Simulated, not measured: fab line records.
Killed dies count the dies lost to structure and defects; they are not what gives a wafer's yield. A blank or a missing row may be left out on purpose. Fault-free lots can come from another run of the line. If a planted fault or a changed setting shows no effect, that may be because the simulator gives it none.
What tool caused it?	flow n5-finfet	72 wafers from 24 lots sampled at 6 of the route's 1938 steps

== WHAT EACH GAUGE READ, for each wafer ==
N5_BEOL_M13_OCD_MEAS_35.
lot	measured	on	trench-depth-nm (nm)
L074	day 11 04:31	ocd-02	401 416 412
L075	day 11 08:37	ocd-02	414 410 425
L076	day 12 00:51	ocd-01	413 412 411
L080	day 12 05:16	ocd-01	413 413 414
L079	day 12 07:13	ocd-01	398 414 404
L077	day 12 16:01	ocd-02	407 412 410
L081	day 12 18:09	ocd-01	401 395 406
L078	day 12 18:24	ocd-02	407 411 407
L082	day 12 19:55	ocd-02	411 410 411
L083	day 13 07:40	ocd-01	397 411 409
L084	day 13 16:04	ocd-02	411 414 412
L085	day 14 05:00	ocd-01	410 418 406
L087	day 14 07:28	ocd-02	419 418 426
L089	day 14 16:47	ocd-01	409 409 408
L086	day 14 16:55	ocd-02	408 415 404
L091	day 14 19:28	ocd-02	412 411 413
L090	day 14 20:31	ocd-01	411 407 417
L088	day 14 23:49	ocd-01	409 411 411
L093	day 15 05:53	ocd-02	406 408 404
L094	day 16 02:13	ocd-01	410 404 412
L092	day 16 03:15	ocd-02	400 409 403
L096	day 16 22:14	ocd-01	408 412 407
L097	day 17 03:22	ocd-02	413 416 412
L095	day 17 04:00	ocd-02	406 417 413

N5_BEOL_M14_RS_MEAS_54: the measuring method here is four-point-probe.
lot	measured	on	M14_RS (ohm/sq)
L074	day 11 13:37	film-metro-01	0.0331 0.0328 0.0350
L075	day 11 19:24	film-metro-02	0.0332 0.0330 0.0318
L076	day 12 09:07	film-metro-02	0.0322 0.0334 0.0320
L080	day 12 16:57	film-metro-02	0.0324 0.0334 0.0330
L079	day 13 03:59	film-metro-02	0.0327 0.0321 0.0331
L077	day 13 06:11	film-metro-01	0.0323 0.0322 0.0330
L081	day 13 13:50	film-metro-02	0.0318 0.0343 0.0321
L078	day 13 11:03	film-metro-01	0.0329 0.0328 0.0318
L082	day 13 14:56	film-metro-01	0.0324 0.0336 0.0321
L083	day 13 18:28	film-metro-02	0.0323 0.0328 0.0320
L084	day 14 01:55	film-metro-01	0.0320 0.0329 0.0320
L085	day 14 16:50	film-metro-01	0.0324 0.0328 0.0333
L087	day 14 17:39	film-metro-01	0.0335 0.0329 0.0328
L089	day 15 00:49	film-metro-01	0.0329 0.0318 0.0316
L086	day 15 02:19	film-metro-02	0.0330 0.0325 0.0336
L091	day 15 09:50	film-metro-02	0.0329 0.0328 0.0324
L090	day 15 14:47	film-metro-02	0.0317 0.0318 0.0337
L088	day 15 14:58	film-metro-02	0.0332 0.0333 0.0335
L093	day 15 15:17	film-metro-01	0.0324 0.0333 0.0327
L094	day 16 10:32	film-metro-02	0.0329 0.0333 0.0332
L092	day 16 11:25	film-metro-01	0.0330 0.0332 0.0334
L096	day 17 07:17	film-metro-01	0.0330 0.0327 0.0327
L097	day 17 11:29	film-metro-02	0.0333 0.0339 0.0332
L095	day 17 15:52	film-metro-02	0.0340 0.0322 0.0325

== TOOL THAT RAN EACH LOT (tool first, then ch and the chambers of the sampled wafers, then the start) ==
lot	N5_BEOL_M12_PRE_CLEAN_42	N5_BEOL_M12_SPUTTER_45	N5_BEOL_M13_VIA_ETCH_16	N5_BEOL_M14_STRIP_63
L074	pvd-sputter-01, day 11 01:05	pvd-sputter-01, day 11 01:17	rie-diel-02 ch 0,1,2, day 11 02:57	rie-diel-04 ch 1,2,3, day 11 13:37 or earlier
L075	pvd-sputter-02, day 11 04:28	pvd-sputter-02, day 11 04:40	rie-diel-03 ch 0,1,2, day 11 06:36	rie-diel-05 ch 0,2, day 11 19:24 or earlier
L076	pvd-sputter-01, day 11 21:04	pvd-sputter-01, day 11 21:16	rie-diel-02 ch 1,2,3, day 11 23:00	rie-diel-06 ch 1,3, day 12 09:07 or earlier
L080	pvd-sputter-01, day 12 01:50	pvd-sputter-01, day 12 02:02	rie-diel-02 ch 0,2,3, day 12 03:49	rie-diel-04 ch 0,3, day 12 16:57 or earlier
L079	pvd-sputter-01, day 12 03:39	pvd-sputter-01, day 12 03:51	rie-diel-03 ch 0,1,2, day 12 05:40	rie-diel-04 ch 1,2, day 13 03:59 or earlier
L077	pvd-sputter-03, day 12 12:29	pvd-sputter-03, day 12 12:41	rie-diel-02 ch 0,1,2, day 12 14:28	rie-diel-06 ch 1,2, day 13 06:11 or earlier
L081	pvd-sputter-02, day 12 14:17	pvd-sputter-02, day 12 14:29	rie-diel-03 ch 1,2, day 12 16:35	rie-diel-04 ch 0,1,3, day 13 13:50 or earlier
L078	pvd-sputter-02, day 12 14:39	pvd-sputter-02, day 12 14:51	rie-diel-02 ch 0,2,3, day 12 16:58	rie-diel-04 ch 0,1,3, day 13 11:03 or earlier
L082	pvd-sputter-01, day 12 16:23	pvd-sputter-01, day 12 16:35	rie-diel-01 ch 2,3, day 12 18:20	rie-diel-05 ch 0,3, day 13 14:56 or earlier
L083	pvd-sputter-01, day 13 03:49	pvd-sputter-01, day 13 04:01	rie-diel-02 ch 0,2, day 13 05:53	rie-diel-06 ch 1,3, day 13 18:28 or earlier
L084	pvd-sputter-01, day 13 12:32	pvd-sputter-01, day 13 12:44	rie-diel-01 ch 0,1,2, day 13 14:37	rie-diel-04 ch 0,3, day 14 01:55 or earlier
L085	pvd-sputter-01, day 14 00:47	pvd-sputter-01, day 14 00:59	rie-diel-03 ch 0,1,3, day 14 02:53	rie-diel-04 ch 0,1, day 14 16:50 or earlier
L087	pvd-sputter-01, day 14 03:48	pvd-sputter-01, day 14 04:00	rie-diel-02 ch 2,3, day 14 06:01	rie-diel-04 ch 0,1,3, day 14 17:39 or earlier
L089	pvd-sputter-03, day 14 12:43	pvd-sputter-03, day 14 12:55	rie-diel-02 ch 1,2,3, day 14 15:13	rie-diel-06 ch 1,2,3, day 15 00:49 or earlier
L086	pvd-sputter-03, day 14 13:02	pvd-sputter-03, day 14 13:14	rie-diel-01 ch 0,1,3, day 14 15:29	rie-diel-06 ch 0,1,3, day 15 02:19 or earlier
L091	pvd-sputter-02, day 14 15:55	pvd-sputter-02, day 14 16:07	rie-diel-02 ch 0,1,2, day 14 17:48	rie-diel-05 ch 0,2,3, day 15 09:50 or earlier
L090	pvd-sputter-02, day 14 16:38	pvd-sputter-02, day 14 16:50	rie-diel-01 ch 1,2, day 14 18:51	rie-diel-05 ch 0,2,3, day 15 14:47 or earlier
L088	pvd-sputter-03, day 14 20:21	pvd-sputter-03, day 14 20:33	rie-diel-03 ch 0,1, day 14 22:13	rie-diel-06 ch 0,1,3, day 15 14:58 or earlier
L093	pvd-sputter-02, day 15 02:26	pvd-sputter-02, day 15 02:38	rie-diel-02 ch 2,3, day 15 04:26	rie-diel-06 ch 0,2, day 15 15:17 or earlier
L094	pvd-sputter-03, day 15 22:12	pvd-sputter-03, day 15 22:24	rie-diel-03 ch 0,2,3, day 16 00:11	rie-diel-06 ch 2,3, day 16 10:32 or earlier
L092	pvd-sputter-02, day 15 23:28	pvd-sputter-02, day 15 23:40	rie-diel-03 ch 0,1,2, day 16 01:49	rie-diel-06 ch 1,2, day 16 11:25 or earlier
L096	pvd-sputter-02, day 16 18:45	pvd-sputter-02, day 16 18:57	rie-diel-03 ch 0,1,2, day 16 20:48	rie-diel-04 ch 0,2, day 17 07:17 or earlier
L097	pvd-sputter-02, day 16 23:53	pvd-sputter-02, day 17 00:05	rie-diel-01 ch 0,1,2, day 17 01:55	rie-diel-06 ch 0,2,3, day 17 11:29 or earlier
L095	pvd-sputter-03, day 17 00:20	pvd-sputter-03, day 17 00:32	rie-diel-03 ch 0,1,2, day 17 02:26	rie-diel-04 ch 0,1,2, day 17 15:52 or earlier
- N5_BEOL_M12_PRE_CLEAN_42: time 30 s.
- N5_BEOL_M12_SPUTTER_45: material Cu, target thk 80 nm, time 13.33 s.
- N5_BEOL_M13_VIA_ETCH_16: etches SiOC in C4F8/O2/Ar, target depth 921.7 nm.
- N5_BEOL_M14_STRIP_63: strips in O2.

== AS READ BY THE TOOLS THEMSELVES (means over the sampled wafers that have a number; for cases with no such wafer, the mark the record gives instead) ==
N5_BEOL_M12_PRE_CLEAN_42.
lot	tool	heater-power-w (W)
L074	pvd-sputter-01	341
L075	pvd-sputter-02	362
L076	pvd-sputter-01	346
L080	pvd-sputter-01	340
L079	pvd-sputter-01	346
L077	pvd-sputter-03	358
L081	pvd-sputter-02	349
L078	pvd-sputter-02	348
L082	pvd-sputter-01	335
L083	pvd-sputter-01	327
L084	pvd-sputter-01	348
L085	pvd-sputter-01	328
L087	pvd-sputter-01	322
L089	pvd-sputter-03	354
L086	pvd-sputter-03	362
L091	pvd-sputter-02	352
L090	pvd-sputter-02	353
L088	pvd-sputter-03	329
L093	pvd-sputter-02	361
L094	pvd-sputter-03	341
L092	pvd-sputter-02	350
L096	pvd-sputter-02	350
L097	pvd-sputter-02	348
L095	pvd-sputter-03	356

N5_BEOL_M12_SPUTTER_45.
lot	tool	chuck-gas-flow-sccm (sccm)	throttle-valve-pct (%)
L074	pvd-sputter-01	1.27	31.2
L075	pvd-sputter-02	1.26	30.4
L076	pvd-sputter-01	1.28	31.5
L080	pvd-sputter-01	1.24	31.4
L079	pvd-sputter-01	1.26	31.0
L077	pvd-sputter-03	1.30	30.4
L081	pvd-sputter-02	1.25	30.5
L078	pvd-sputter-02	1.25	30.6
L082	pvd-sputter-01	1.29	31.5
L083	pvd-sputter-01	1.24	31.6
L084	pvd-sputter-01	1.27	32.0
L085	pvd-sputter-01	1.32	31.5
L087	pvd-sputter-01	1.19	30.7
L089	pvd-sputter-03	1.24	29.2
L086	pvd-sputter-03	1.25	29.4
L091	pvd-sputter-02	1.26	30.4
L090	pvd-sputter-02	1.23	30.3
L088	pvd-sputter-03	1.25	29.9
L093	pvd-sputter-02	1.25	30.7
L094	pvd-sputter-03	1.21	30.6
L092	pvd-sputter-02	1.25	30.5
L096	pvd-sputter-02	1.31	30.6
L097	pvd-sputter-02	1.22	30.5
L095	pvd-sputter-03	1.26	29.5

N5_BEOL_M13_VIA_ETCH_16.
lot	tool	drypump-motor-current-A (A)	oes-product-au (a.u.)	rf-vpp-V (V)	showerhead-plenum-p-Torr (Torr)	throttle-valve-pct (%)
L074	rie-diel-02	5.4	0.66	661	3.29	24.35
L075	rie-diel-03	5.6	0.65	667	3.45	24.36
L076	rie-diel-02	5.5	0.69	663	3.35	24.28
L080	rie-diel-02	5.7	0.69	666	3.40	24.49
L079	rie-diel-03	5.7	0.65	666	3.45	24.36
L077	rie-diel-02	5.4	0.64	661	3.28	24.38
L081	rie-diel-03	6.1	0.65	667	3.49	24.20
L078	rie-diel-02	5.7	0.69	664	3.40	24.49
L082	rie-diel-01	4.9	0.75	669	3.54	24.32
L083	rie-diel-02	5.6	0.65	663	3.33	24.59
L084	rie-diel-01	5.6	0.71	670	3.55	24.26
L085	rie-diel-03	5.5	0.64	665	3.45	24.47
L087	rie-diel-02	6.0	0.70	663	3.31	24.51
L089	rie-diel-02	5.5	0.67	663	3.34	24.31
L086	rie-diel-01	5.7	0.67	667	3.49	24.41
L091	rie-diel-02	5.4	0.64	661	3.27	24.40
L090	rie-diel-01	5.5	0.74	671	3.57	24.30
L088	rie-diel-03	5.3	0.64	665	3.39	24.55
L093	rie-diel-02	5.8	0.71	666	3.45	24.43
L094	rie-diel-03	5.9	0.65	667	3.48	24.31
L092	rie-diel-03	5.6	0.63	665	3.43	24.41
L096	rie-diel-03	5.6	0.63	666	3.43	24.40
L097	rie-diel-01	5.6	0.69	669	3.54	24.29
L095	rie-diel-03	5.6	0.63	666	3.43	24.40

N5_BEOL_M14_STRIP_63.
lot	tool	drypump-motor-current-A (A)	oes-product-au (a.u.)	rf-vpp-V (V)	showerhead-plenum-p-Torr (Torr)	throttle-valve-pct (%)
L074	rie-diel-04	5.2	0.74	3.6	2.10	16.90
L075	rie-diel-05	6.0	0.73	3.0	2.08	16.95
L076	rie-diel-06	5.3	0.81	3.3	2.01	16.71
L080	rie-diel-04	5.3	0.71	4.3	2.06	16.95
L079	rie-diel-04	5.2	0.72	3.6	2.14	16.87
L077	rie-diel-06	5.6	0.80	4.6	2.06	16.69
L081	rie-diel-04	5.6	0.75	4.8	2.09	16.90
L078	rie-diel-04	5.5	0.75	2.8	2.09	16.93
L082	rie-diel-05	5.5	0.73	2.9	2.08	16.92
L083	rie-diel-06	5.4	0.75	3.9	1.96	16.91
L084	rie-diel-04	5.3	0.70	3.6	2.06	16.98
L085	rie-diel-04	5.9	0.74	4.2	2.15	16.87
L087	rie-diel-04	5.6	0.74	3.7	2.09	16.94
L089	rie-diel-06	5.4	0.78	3.2	2.03	16.74
L086	rie-diel-06	5.7	0.81	4.1	2.00	16.71
L091	rie-diel-05	5.9	0.71	3.0	2.07	16.90
L090	rie-diel-05	5.9	0.71	4.6	2.07	16.91
L088	rie-diel-06	5.7	0.81	3.7	2.00	16.69
L093	rie-diel-06	6.1	0.87	3.4	2.07	16.49
L094	rie-diel-06	5.3	0.82	3.5	2.07	16.59
L092	rie-diel-06	5.6	0.73	3.4	1.98	16.91
L096	rie-diel-04	5.3	0.87	3.7	2.15	16.59
L097	rie-diel-06	5.7	0.82	3.9	2.07	16.58
L095	rie-diel-04	5.6	0.80	4.7	2.14	16.75

== THE ANSWER, worked out from the rows above alone ==
Rule: the usual values come from the lots themselves. Put in order of their means at a reading, lots are off if they are a third of the lots or fewer, leave a main group of 4 or more, and stand apart from it by a gap of 3 or more times the standard deviation of the main group's means; of several such gaps the widest counts. The tables above print the reading to a certain number of digits; a main group whose means all agree to those digits is not used. A lot without any number at a reading at which 4 lots or more have one is off too. Where the step has rows for the other lots, those lots are counted as sound. Order of review: gauges by route order, followed by the tools' own readings, for which a lot's mean as printed above is used. The first step at which some lot is off is used, and at that step the reading that is off furthest; a lot without a number counts as furthest.
None of the lots is off at any reading shown; this tells nothing.

== WHAT THE SIMULATOR PUT IN ==
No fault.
